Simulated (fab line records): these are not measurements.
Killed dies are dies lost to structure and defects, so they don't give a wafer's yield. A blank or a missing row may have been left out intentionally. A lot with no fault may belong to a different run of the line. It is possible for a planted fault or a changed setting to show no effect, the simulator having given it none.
Chamber matching + flow nand harc + NHARC_A_STAIRCASE_DESCUM_11 on rie diel-04: 4 sister chambers
The step chemistry O2, time 3 s. 8 wafers are shown with their chamber, then 10 later ones without.

== EACH WAFER AND ITS CHAMBER ==
| wafer  | chamber | drypump motor current A (A) | showerhead plenum p Torr (Torr) |
|--------|---------|-----------------------------|---------------------------------|
| L076.4 | 3       | 6.1                         | 1.96                            |
| L087.4 | 1       | 4.9                         | 1.78                            |
| L087.5 | 2       | 5.7                         | 1.86                            |
| L088.1 | 0       | 4.6                         | 2.04                            |
| L088.4 | 2       | 5.8                         | 1.86                            |
| L088.5 | 3       | 6.2                         | 1.94                            |
| L091.3 | 1       | 4.9                         | 1.78                            |
| L091.4 | 0       | 4.6                         | 2.04                            |

== WAFERS WITHOUT THEIR CHAMBER ==
| wafer  | drypump motor current A (A) | showerhead plenum p Torr (Torr) |
|--------|-----------------------------|---------------------------------|
| L091.6 | 4.9                         | 1.78                            |
| L094.4 | 6.2                         | 1.94                            |
| L094.5 | 4.6                         | 2.04                            |
| L094.6 | 6.2                         | 1.94                            |
| L093.3 | 5.8                         | 1.85                            |
| L093.5 | 4.9                         | 1.78                            |
| L093.6 | 4.6                         | 2.04                            |
| L095.1 | 6.2                         | 1.94                            |
| L095.2 | 4.9                         | 1.77                            |
| L095.5 | 5.8                         | 1.85                            |

== WHICH CHAMBER EACH WENT THROUGH ==
| wafer  | from the rows above | in truth |
|--------|---------------------|----------|
| L091.6 | 1                   | 1        |
| L094.4 | 3                   | 3        |
| L094.5 | 0                   | 0        |
| L094.6 | 3                   | 3        |
| L093.3 | 2                   | 2        |
| L093.5 | 1                   | 1        |
| L093.6 | 0                   | 0        |
| L095.1 | 3                   | 3        |
| L095.2 | 1                   | 1        |
| L095.5 | 2                   | 2        |
Correct placement for 10 of the 10. Not placeable from these rows: 0. Wrongly placed: 0.
How it was worked out, from the rows above alone: a wafer's distance from a chamber is the root of the sum, over the readings, of the square of ((its reading less the chamber's mean) divided by the reading's scatter). The wafer belongs to the nearest chamber; if the next one is less than 2 further off, it can't be placed. For every chamber, the mean is computed from those of its wafers that are shown. The scatter: the root of (the sum of the squares of (reading less its chamber's mean) over the shown wafers, divided by (wafers less chambers)).
